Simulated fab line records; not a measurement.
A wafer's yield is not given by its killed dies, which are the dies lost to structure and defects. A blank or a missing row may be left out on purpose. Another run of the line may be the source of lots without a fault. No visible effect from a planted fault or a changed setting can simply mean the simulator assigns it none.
Which tool is to blame? + flow n5Finfet + 12 lots, 36 wafers sampled, at 3 steps of a route of 1938

WHAT EACH GAUGE READ, for each wafer
N5_BEOL_M4_INSPECT_59: inspects for defects (darkfield).
| lot  | measured     | on               | rawDefectCount |
|------|--------------|------------------|----------------|
| L557 | day 8 09:46  | defectInspect-01 | 47 52 82       |
| L556 | day 8 18:52  | defectInspect-01 | 97 69 81       |
| L564 | day 10 14:14 | defectInspect-01 | 138 75 92      |
| L563 | day 10 20:58 | defectInspect-02 | 40 51 78       |
| L562 | day 11 00:59 | defectInspect-02 | 51 44 49       |
| L569 | day 12 19:28 | defectInspect-02 | 61 47 56       |
| L574 | day 13 22:35 | defectInspect-02 | 56 52 109      |
| L572 | day 13 23:22 | defectInspect-01 | 60 98 40       |
| L575 | day 14 05:42 | defectInspect-02 | 51 56 38       |
| L576 | day 14 18:46 | defectInspect-01 | 54 83 59       |
| L577 | day 14 18:59 | defectInspect-01 | 62 61 64       |
| L579 | day 15 04:50 | defectInspect-02 | 40 45 63       |

EACH LOT AND THE TOOL THAT RAN IT (in order: tool; ch and the chambers of the sampled wafers; start)
| lot  | N5_BEOL_M4_ANNEAL_89        | N5_BEOL_M4_DEP_57               |
|------|-----------------------------|---------------------------------|
| L557 | pvdSputter-03, day 8 07:23  | pecvd-04 ch 1,2, day 8 09:40    |
| L556 | pvdSputter-01, day 8 12:10  | pecvd-03 ch 0,1, day 8 18:46    |
| L564 | pvdSputter-01, day 10 11:19 | pecvd-02 ch 0,1,2, day 10 14:10 |
| L563 | pvdSputter-01, day 10 16:38 | pecvd-03 ch 0,1, day 10 20:52   |
| L562 | pvdSputter-02, day 10 19:36 | pecvd-04 ch 0,1,2, day 11 00:53 |
| L569 | pvdSputter-01, day 12 17:35 | pecvd-03 ch 0,1,2, day 12 19:22 |
| L574 | pvdSputter-03, day 13 20:42 | pecvd-02 ch 0,1,2, day 13 22:30 |
| L572 | pvdSputter-01, day 13 21:29 | pecvd-02 ch 0,1, day 13 23:17   |
| L575 | pvdSputter-02, day 14 03:41 | pecvd-04 ch 0,1, day 14 05:37   |
| L576 | pvdSputter-01, day 14 16:53 | pecvd-02 ch 0,1,2, day 14 18:41 |
| L577 | pvdSputter-02, day 14 17:07 | pecvd-04 ch 0,2, day 14 18:54   |
| L579 | pvdSputter-02, day 15 02:55 | pecvd-04 ch 0,2, day 15 04:45   |
- N5_BEOL_M4_ANNEAL_89: time 240 s.
- N5_BEOL_M4_DEP_57: deposits SiCN from 3MS/NH3, target thk 8 nm, time 14 s.

WHAT THE TOOLS THEMSELVES READ (means of the sampled wafers that have a number; where no wafer has one, the mark that the record gives instead)
N5_BEOL_M4_ANNEAL_89.
| lot  | tool          | heaterPowerW (W) |
|------|---------------|------------------|
| L557 | pvdSputter-03 | 807              |
| L556 | pvdSputter-01 | 781              |
| L564 | pvdSputter-01 | 873              |
| L563 | pvdSputter-01 | 897              |
| L562 | pvdSputter-02 | 932              |
| L569 | pvdSputter-01 | 780              |
| L574 | pvdSputter-03 | 808              |
| L572 | pvdSputter-01 | 880              |
| L575 | pvdSputter-02 | 867              |
| L576 | pvdSputter-01 | 756              |
| L577 | pvdSputter-02 | 853              |
| L579 | pvdSputter-02 | 938              |

N5_BEOL_M4_DEP_57.
| lot  | tool     | showerheadPlenumPTorr (Torr) | throttleValvePct (%) |
|------|----------|------------------------------|----------------------|
| L557 | pecvd-04 | 3.679                        | 9.3                  |
| L556 | pecvd-03 | 3.673                        | 9.6                  |
| L564 | pecvd-02 | 3.652                        | 9.0                  |
| L563 | pecvd-03 | 3.672                        | 9.2                  |
| L562 | pecvd-04 | 3.670                        | 9.3                  |
| L569 | pecvd-03 | 3.670                        | 9.0                  |
| L574 | pecvd-02 | 3.656                        | 8.9                  |
| L572 | pecvd-02 | 3.669                        | 9.1                  |
| L575 | pecvd-04 | 3.657                        | 9.2                  |
| L576 | pecvd-02 | 3.656                        | 8.9                  |
| L577 | pecvd-04 | 3.653                        | 9.1                  |
| L579 | pecvd-04 | 3.667                        | 9.3                  |

THE ANSWER, worked out from the rows above alone
Rule: what is usual is taken from the lots themselves. Put in order of their means at a reading, lots are off if they are a third of the lots or fewer, leave a main group of 4 or more, and stand apart from it by a gap of 3 or more times the standard deviation of the main group's means; of several such gaps the widest counts. A main group is skipped when, at the precision printed for the reading in the tables above, its means are all equal. Also off: a lot with no number at a reading for which 4 or more lots have one. The other lots that the step has rows for count as sound. After the gauges, taken in route order, come the tools' own readings; for these a lot's mean is taken, as printed above. The first step at which some lot is off is used, and at that step the reading that is off furthest; a lot without a number counts as furthest.
Nothing can be told from this: no lot is off at any reading shown.

WHAT THE SIMULATOR PUT IN
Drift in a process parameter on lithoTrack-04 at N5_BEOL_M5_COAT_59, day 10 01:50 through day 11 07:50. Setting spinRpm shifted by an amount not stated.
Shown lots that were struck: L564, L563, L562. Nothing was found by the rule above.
